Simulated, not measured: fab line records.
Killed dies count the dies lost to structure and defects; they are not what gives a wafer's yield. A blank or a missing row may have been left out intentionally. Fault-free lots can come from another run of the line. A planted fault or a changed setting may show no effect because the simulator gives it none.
fab line records -- flow nandHarc
[record] lots = 7, wafers = 20, lastDay = 24
route steps=1159 shown A_ONON_D1@426 END@1159
lots that met no fault: from a run of the same line without faults
startH: hours from the record's opening day to when the first of the lot's shown wafers began -- waitH: how many hours have passed since the lot's step before this one -- " identical to the entry in the row above -- L1.1+2: several wafers, shown together as one row -- - no value, or no start given -- * or withheld: withheld -- < > ~ a bound
route shown NAME@n: a module of which the file shows steps, and the number in the route of the first -- usual: mean and standard deviation over wafers with no fault -- same: alike in all rows -- chamber/n: place in a boat -- sites: each site's reading -- _std_site: the standard deviation of these -- _edge_site: the outer-site mean with the inner-site mean subtracted -- radiusMm: how far each site lies from the wafer's centre -- mask NAME#n: copy n -- behind: tool/chamber where the wafer was last shaped -- hold: why the lot was held/for how many hours/how that ended -- device: the n, p or np transistor that did not switch -- end of line: tests of these same wafers at the route's end -- for a step that has no rows: nothing shown but its recipe -- killed: count of dies lost to structure and defects at first sort (not the wafer's yield) -- map: a wafer's dies, x killed, . not, _ none there
set.NAME: the setting the step ran with; set.NAME@STEP: the setting that earlier step ran with -- model.NAME: the simulator's own value behind a step, which no gauge read
lots seen at some steps along the route; tables by step, rows by wafer
services: when a tool's chamber went out of use (startH, in hours from the record's first day, below 0 if earlier), for how many hours, and the reason
[[steps]]
[step NHARC_A_ONON_D1_DEP_03]
[recipe] targetThkA = 10000, n2FlowSccm = 2750, n2oFlowSccm = 2000, nh3FlowSccm = 500, sih4FlowSccm = 210, tempC = 400
[step NHARC_A_ONON_D1_THK_MEAS_05]
[recipe] thkMeasGauge = ellipsometry
[usual] thkNm = 997/8.2
lot.wafer,tool,chamber,startH,waitH,thkNm
L384.2,filmMetro-01,-,163.05,-,997
L384.3,filmMetro-01,-,163.05,-,993
L384.4,filmMetro-01,-,163.05,-,994
L392.1,filmMetro-01,-,207.88,-,986
L392.4,filmMetro-01,-,207.88,-,987
L392.5,filmMetro-01,-,207.88,-,988
L395.5,filmMetro-02,-,228.99,-,995
L395.6,filmMetro-02,-,228.99,-,996
L394.3,filmMetro-02,-,229.00,-,1003
L394.4,filmMetro-02,-,229.00,-,1004
L394.6,filmMetro-02,-,229.00,-,1003
L403.1,filmMetro-02,-,271.04,-,1001
L403.4,filmMetro-02,-,271.04,-,1000
L403.6,filmMetro-02,-,271.04,-,1000
L405.2,filmMetro-02,-,279.05,-,1006
L405.3,filmMetro-02,-,279.05,-,1006
L405.5,filmMetro-02,-,279.05,-,1005
L407.2,filmMetro-01,-,297.93,-,1005
L407.3,filmMetro-01,-,297.93,-,1004
L407.5,filmMetro-01,-,297.93,-,1004
[step NHARC_A_ONON_D1_DEP_06]
[recipe] targetThkA = 10000, n2FlowSccm = 2750, n2oFlowSccm = 2000, nh3FlowSccm = 500, sih4FlowSccm = 210, tempC = 400
[step NHARC_A_ONON_D1_THK_MEAS_08]
[recipe] thkMeasGauge = ellipsometry
[usual] thkNm = 998/8.2
lot.wafer,tool,chamber,startH,waitH,thkNm
L384.2,filmMetro-02,-,163.62,-,1002
L384.3,filmMetro-02,-,163.62,-,1002
L384.4,filmMetro-02,-,163.62,-,1003
L392.1,filmMetro-02,-,208.45,-,1005
L392.4,filmMetro-02,-,208.45,-,1008
L392.5,filmMetro-02,-,208.45,-,1007
L394.3,filmMetro-01,-,229.56,-,977
L394.4,filmMetro-01,-,229.56,-,975
L394.6,filmMetro-01,-,229.56,-,976
L395.5,filmMetro-02,-,229.56,-,999
L395.6,filmMetro-02,-,229.56,-,999
L403.1,filmMetro-01,-,271.60,-,990
L403.4,filmMetro-01,-,271.60,-,992
L403.6,filmMetro-01,-,271.60,-,991
L405.2,filmMetro-02,-,279.62,-,1004
L405.3,filmMetro-02,-,279.62,-,1006
L405.5,filmMetro-02,-,279.62,-,1006
L407.2,filmMetro-02,-,298.50,-,1017
L407.3,filmMetro-02,-,298.50,-,1016
L407.5,filmMetro-02,-,298.50,-,1015
[step NHARC_A_ONON_D1_DEP_09]
[recipe] targetThkA = 10000, n2FlowSccm = 2750, n2oFlowSccm = 2000, nh3FlowSccm = 500, sih4FlowSccm = 210, tempC = 400
[step NHARC_A_ONON_D1_THK_MEAS_11]
[recipe] thkMeasGauge = ellipsometry
[usual] thkNm = 1000/8.4
lot.wafer,tool,chamber,startH,waitH,thkNm
L384.2,filmMetro-02,-,164.19,-,1000
L384.3,filmMetro-02,-,164.19,-,998
L384.4,filmMetro-02,-,164.19,-,999
L392.1,filmMetro-01,-,209.02,-,997
L392.4,filmMetro-01,-,209.02,-,997
L392.5,filmMetro-01,-,209.02,-,996
L394.3,filmMetro-01,-,230.12,-,988
L394.4,filmMetro-01,-,230.12,-,988
L394.6,filmMetro-01,-,230.12,-,991
L395.5,filmMetro-02,-,230.13,-,1002
L395.6,filmMetro-02,-,230.13,-,1002
L403.1,filmMetro-01,-,272.19,-,993
L403.4,filmMetro-01,-,272.19,-,992
L403.6,filmMetro-01,-,272.19,-,992
L405.2,filmMetro-02,-,280.18,-,989
L405.3,filmMetro-02,-,280.18,-,990
L405.5,filmMetro-02,-,280.18,-,991
L407.2,filmMetro-01,-,299.08,-,1002
L407.3,filmMetro-01,-,299.08,-,1003
L407.5,filmMetro-01,-,299.08,-,1001
[step NHARC_A_ONON_D1_DEP_12]
[recipe] targetThkA = 10000, n2FlowSccm = 2750, n2oFlowSccm = 2000, nh3FlowSccm = 500, sih4FlowSccm = 210, tempC = 400
[step NHARC_A_ONON_D1_THK_MEAS_14]
[recipe] thkMeasGauge = ellipsometry
[usual] thkNm = 1001/11
lot.wafer,tool,chamber,startH,waitH,thkNm
L384.2,filmMetro-01,-,164.76,-,1000
L384.3,filmMetro-01,-,164.76,-,1000
L384.4,filmMetro-01,-,164.76,-,997
L392.1,filmMetro-02,-,209.61,-,990
L392.4,filmMetro-02,-,209.61,-,989
L392.5,filmMetro-02,-,209.61,-,990
L394.3,filmMetro-02,-,230.69,-,996
L394.4,filmMetro-02,-,230.69,-,997
L394.6,filmMetro-02,-,230.69,-,996
L395.5,filmMetro-01,-,230.74,-,997
L395.6,filmMetro-01,-,230.74,-,997
L403.1,filmMetro-02,-,272.76,-,1006
L403.4,filmMetro-02,-,272.76,-,1007
L403.6,filmMetro-02,-,272.76,-,1006
L405.2,filmMetro-01,-,280.74,-,1002
L405.3,filmMetro-01,-,280.74,-,1002
L405.5,filmMetro-01,-,280.74,-,1002
L407.2,filmMetro-01,-,299.64,-,1000
L407.3,filmMetro-01,-,299.64,-,999
L407.5,filmMetro-01,-,299.64,-,999
[step NHARC_A_ONON_D1_ANNEAL_15]
[recipe] tempC = 750, timeS = 3600
[step NHARC_A_ONON_D1_DEP_16]
[recipe] targetThkA = 10000, n2FlowSccm = 2750, n2oFlowSccm = 2000, nh3FlowSccm = 500, sih4FlowSccm = 210, tempC = 400
[step NHARC_A_ONON_D1_THK_MEAS_18]
[recipe] thkMeasGauge = ellipsometry
[usual] thkNm = 999/9.7
lot.wafer,tool,chamber,startH,waitH,thkNm
L384.2,filmMetro-02,-,171.80,-,1005
L384.3,filmMetro-02,-,171.80,-,1005
L384.4,filmMetro-02,-,171.80,-,1007
L392.1,filmMetro-01,-,216.73,-,981
L392.4,filmMetro-01,-,216.73,-,981
L392.5,filmMetro-01,-,216.73,-,982
L394.3,filmMetro-01,-,241.64,-,997
L394.4,filmMetro-01,-,241.64,-,999
L394.6,filmMetro-01,-,241.64,-,999
L395.5,filmMetro-02,-,241.99,-,1012
L395.6,filmMetro-02,-,241.99,-,1012
L403.1,filmMetro-02,-,279.87,-,1012
L403.4,filmMetro-02,-,279.87,-,1012
L403.6,filmMetro-02,-,279.87,-,1010
L405.2,filmMetro-01,-,288.67,-,992
L405.3,filmMetro-01,-,288.67,-,991
L405.5,filmMetro-01,-,288.67,-,994
L407.2,filmMetro-02,-,307.41,-,998
L407.3,filmMetro-02,-,307.41,-,996
L407.5,filmMetro-02,-,307.41,-,996
[step NHARC_A_ONON_D1_DEP_19]
[recipe] targetThkA = 10000, n2FlowSccm = 2750, n2oFlowSccm = 2000, nh3FlowSccm = 500, sih4FlowSccm = 210, tempC = 400
[usual] n2FlowSccm = 2747/8.5, sih4FlowSccm = 210.1/0.6
lot.wafer,tool,chamber,startH,waitH,n2FlowSccm,sih4FlowSccm
L384.2,pecvdOnon-02,0,171.91,0.1,2724,210.5
L384.3,pecvdOnon-02,0,171.91,0.1,2738,210.7
L384.4,pecvdOnon-02,0,171.91,0.1,2749,209.8
L392.1,pecvdOnon-02,0,216.79,0.1,2732,210.5
L392.4,pecvdOnon-02,0,216.79,0.1,2739,211.6
L392.5,pecvdOnon-02,0,216.79,0.1,2743,210.3
L394.3,pecvdOnon-02,0,241.81,0.2,2738,210.5
L394.4,pecvdOnon-02,0,241.81,0.2,2739,210.2
L394.6,pecvdOnon-02,0,241.81,0.2,2737,210.6
L395.5,pecvdOnon-02,0,242.28,0.3,2755,210.5
L395.6,pecvdOnon-02,0,242.28,0.3,2747,210.3
L403.1,pecvdOnon-03,0,279.93,0.1,2748,210.0
L403.4,pecvdOnon-03,0,279.93,0.1,2750,210.1
L403.6,pecvdOnon-03,0,279.93,0.1,2744,210.6
L405.2,pecvdOnon-03,0,288.79,0.1,2742,209.4
L405.3,pecvdOnon-03,0,288.79,0.1,2739,210.3
L405.5,pecvdOnon-03,0,288.79,0.1,2743,209.5
L407.2,pecvdOnon-04,0,307.53,0.1,2736,210.0
L407.3,pecvdOnon-04,0,307.53,0.1,2750,210.1
L407.5,pecvdOnon-04,0,307.53,0.1,2740,210.3
[step NHARC_A_ONON_D1_THK_MEAS_21]
[recipe] thkMeasGauge = ellipsometry
[usual] thkNm = 998/9.1
lot.wafer,tool,chamber,startH,waitH,thkNm
L384.2,filmMetro-01,-,172.36,-,1005
L384.3,filmMetro-01,-,172.36,-,1005
L384.4,filmMetro-01,-,172.36,-,1007
L392.1,filmMetro-01,-,217.30,-,1004
L392.4,filmMetro-01,-,217.30,-,1006
L392.5,filmMetro-01,-,217.30,-,642
L394.3,filmMetro-01,-,242.21,-,636
L394.4,filmMetro-01,-,242.21,-,997
L394.6,filmMetro-01,-,242.21,-,997
L395.5,filmMetro-01,-,242.56,-,651
L395.6,filmMetro-01,-,242.56,-,1011
L403.1,filmMetro-01,-,280.44,-,995
L403.4,filmMetro-01,-,280.44,-,995
L403.6,filmMetro-01,-,280.44,-,996
L405.2,filmMetro-01,-,289.24,-,1023
L405.3,filmMetro-01,-,289.24,-,1023
L405.5,filmMetro-01,-,289.24,-,1023
L407.2,filmMetro-02,-,308.01,-,999
L407.3,filmMetro-02,-,308.01,-,1003
L407.5,filmMetro-02,-,308.01,-,1000
[step NHARC_A_ONON_D1_DEP_22]
[recipe] targetThkA = 10000, n2FlowSccm = 2750, n2oFlowSccm = 2000, nh3FlowSccm = 500, sih4FlowSccm = 210, tempC = 400
[step NHARC_END_SORT_01]
[recipe] tempC = 25
[usual] killedAtArray = 28/11, killedAtOther = 0.6/0.85, killedAtPeriphery = 2.8/2.3, killedDies = 31/11, killedOpen = 3.1/1.6, killedShort = 2.0/1.4
[same] grossDies = 677
lot.wafer,tool,chamber,startH,waitH,killedAtArray,killedAtOther,killedAtPeriphery,killedDies,killedOpen,killedShort
L392.1,prober-01,0,490.38,2.4,37,0,0,37,4,4
L392.4,prober-01,0,492.73,3.3,41,1,0,42,2,1
L392.5,prober-01,0,493.52,3.6,675,1,1,677,5,3
L394.3,prober-01,0,517.12,3.1,671,1,5,677,4,1
L395.5,prober-02,0,518.71,3.7,674,0,3,677,3,0
// killed by level:class
L392.1 A_CHANNEL_HOLE_D1:chamberFilmFlake=12 A_SLIT:chamberFilmFlake=9 A_STAIRCASE:chamberFilmFlake=5 A_CHANNEL_HOLE_D1:geometricParticle:short=2 A_CONTACT:geometricParticle:open=2 A_CONTACT:chamberFilmFlake=2 A_CHANNEL_FILL_D1:geometricParticle:short=1 A_WL_FILL:geometricParticle:open=1
L392.4 A_CHANNEL_HOLE_D1:chamberFilmFlake=15 A_SLIT:chamberFilmFlake=13 A_STAIRCASE:chamberFilmFlake=10 A_CHANNEL_FILL_D1:geometricParticle:short=1 A_WL_FILL:geometricParticle:open=1 STARTING-WAFER:geometricParticle:open=1 A_CONTACT:chamberFilmFlake=1
L392.5 A_ONON_D1:areaDep=628 A_CHANNEL_HOLE_D1:chamberFilmFlake=13 A_STAIRCASE:chamberFilmFlake=13 A_SLIT:chamberFilmFlake=12 A_CHANNEL_FILL_D1:geometricParticle:short=2 A_ONON_D1:geometricParticle:open=1 A_CHANNEL_HOLE_D1:geometricParticle:open=1 A_CHANNEL_FILL_D1:geometricParticle:open=1
L394.3 A_ONON_D1:areaDep=654 P_M2:chamberFilmFlake=4 A_STAIRCASE:chamberFilmFlake=4 A_CHANNEL_HOLE_D1:chamberFilmFlake=3 A_WL_FILL:geometricParticle:open=2 A_CONTACT:chamberFilmFlake=2 P_M0:geometricParticle:open=1 A_CHANNEL_FILL_D1:geometricParticle:short=1
L395.5 A_ONON_D1:areaDep=640 A_SLIT:chamberFilmFlake=15 A_STAIRCASE:chamberFilmFlake=7 A_CHANNEL_HOLE_D1:chamberFilmFlake=6 A_CONTACT:chamberFilmFlake=3 A_M0:geometricParticle:open=2 P_GATE:chamberFilmFlake=2 A_SLIT:geometricParticle:open=1
// map L392.5 (x killed, . not)
____________x____________
_________xxxxxxx_________
_______xxxxxxxxxxx_______
______xxxxxxxxxxxxx______
_____xxxxxxxxxxxxxxx_____
____xxxxxxxxxxxxxxxxx____
____xxxxxxxxxxxxxxxxx____
___xxxxxxxxxxxxxxxxxxx___
___xxxxxxxxxxxxxxxxxxx___
__xxxxxxxxxxxxxxxxxxxxx__
__xxxxxxxxxxxxxxxxxxxxx__
_xxxxxxxxxxxxxxxxxxxxxxx_
_xxxxxxxxxxxxxxxxxxxxxxx_
_xxxxxxxxxxxxxxxxxxxxxxx_
_xxxxxxxxxxxxxxxxxxxxxxx_
_xxxxxxxxxxxxxxxxxxxxxxx_
xxxxxxxxxxxxxxxxxxxxxxxxx
xxxxxxxxxxxxxxxxxxxxxxxxx
xxxxxxxxxxxxxxxxxxxxxxxxx
xxxxxxxxxxxxxxxxxxxxxxxxx
xxxxxxxxxxxxxxxxxxxxxxxxx
_xxxxxxxxxxxxxxxxxxxxxxx_
_xxxxxxxxxxxxxxxxxxxxxxx_
_xxxxxxxxxxxxxxxxxxxxxxx_
_xxxxxxxxxxxxxxxxxxxxxxx_
_xxxxxxxxxxxxxxxxxxxxxxx_
__xxxxxxxxxxxxxxxxxxxxx__
__xxxxxxxxxxxxxxxxxxxxx__
___xxxxxxxxxxxxxxxxxxx___
___xxxxxxxxxxxxxxxxxxx___
____xxxxxxxxxxxxxxxxx____
____xxxxxxxxxxxxxxxxx____
_____xxxxxxxxxxxxxxx_____
______xxxxxxxxxxxxx______
_______xxxxxxxxxxx_______
_________xxxxxxx_________
____________x____________
// map L394.3 (x killed, . not)
____________x____________
_________xxxxxxx_________
_______xxxxxxxxxxx_______
______xxxxxxxxxxxxx______
_____xxxxxxxxxxxxxxx_____
____xxxxxxxxxxxxxxxxx____
____xxxxxxxxxxxxxxxxx____
___xxxxxxxxxxxxxxxxxxx___
___xxxxxxxxxxxxxxxxxxx___
__xxxxxxxxxxxxxxxxxxxxx__
__xxxxxxxxxxxxxxxxxxxxx__
_xxxxxxxxxxxxxxxxxxxxxxx_
_xxxxxxxxxxxxxxxxxxxxxxx_
_xxxxxxxxxxxxxxxxxxxxxxx_
_xxxxxxxxxxxxxxxxxxxxxxx_
_xxxxxxxxxxxxxxxxxxxxxxx_
xxxxxxxxxxxxxxxxxxxxxxxxx
xxxxxxxxxxxxxxxxxxxxxxxxx
xxxxxxxxxxxxxxxxxxxxxxxxx
xxxxxxxxxxxxxxxxxxxxxxxxx
xxxxxxxxxxxxxxxxxxxxxxxxx
_xxxxxxxxxxxxxxxxxxxxxxx_
_xxxxxxxxxxxxxxxxxxxxxxx_
_xxxxxxxxxxxxxxxxxxxxxxx_
_xxxxxxxxxxxxxxxxxxxxxxx_
_xxxxxxxxxxxxxxxxxxxxxxx_
__xxxxxxxxxxxxxxxxxxxxx__
__xxxxxxxxxxxxxxxxxxxxx__
___xxxxxxxxxxxxxxxxxxx___
___xxxxxxxxxxxxxxxxxxx___
____xxxxxxxxxxxxxxxxx____
____xxxxxxxxxxxxxxxxx____
_____xxxxxxxxxxxxxxx_____
______xxxxxxxxxxxxx______
_______xxxxxxxxxxx_______
_________xxxxxxx_________
____________x____________
[[services]]
tool,chamber,startH,hours,kind
pecvdOnon-03,-,153.00,13.0,pm
pecvdOnon-04,-,237.00,13.0,pm
pecvdOnon-02,-,292.00,13.0,pm
[[key]]
[firstSign] step = NHARC_A_ONON_D1_THK_MEAS_21, reading = thkNm, direction = down, sigmas = 39, usual = 998, struck = 643
[effect] step = NHARC_END_SORT_01, reading = killedAtArray, direction = up, sigmas = 57, usual = 28, struck = 673
[moreKillsBornAt] NHARC_A_ONON_D1_DEP_19@pecvdOnon-02 = 1922
metAt NHARC_A_ONON_D1_DEP_19
struckWafers L392.5,L394.3,L395.5
laterRowsLeftOut L392.5,L394.3,L395.5
testerLeftOut L392,L394,L395
onsetBetween 171.91 216.79
[fault] kind = processParameterDrift, tool = pecvdOnon-02, chamber = -, onsetH = 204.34, steps = NHARC_A_ONON_D1_DEP_19, channel = targetThkA, offset = *, shape = step, endH = 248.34, scope = struckWafersOnly, actsIn = *, stated = *
// testerLeftOut: of these lots the tester's yield and bins aren't shown, on N5 and GAA mostly nor the transistor test; their killed dies are dies lost to structure and defects alone, not to doping, threshold or leakage, so they don't give the yield
// laterRowsLeftOut: the simulator's readings of these wafers behind a module that went badly wrong aren't trusted and aren't shown, but for the sort
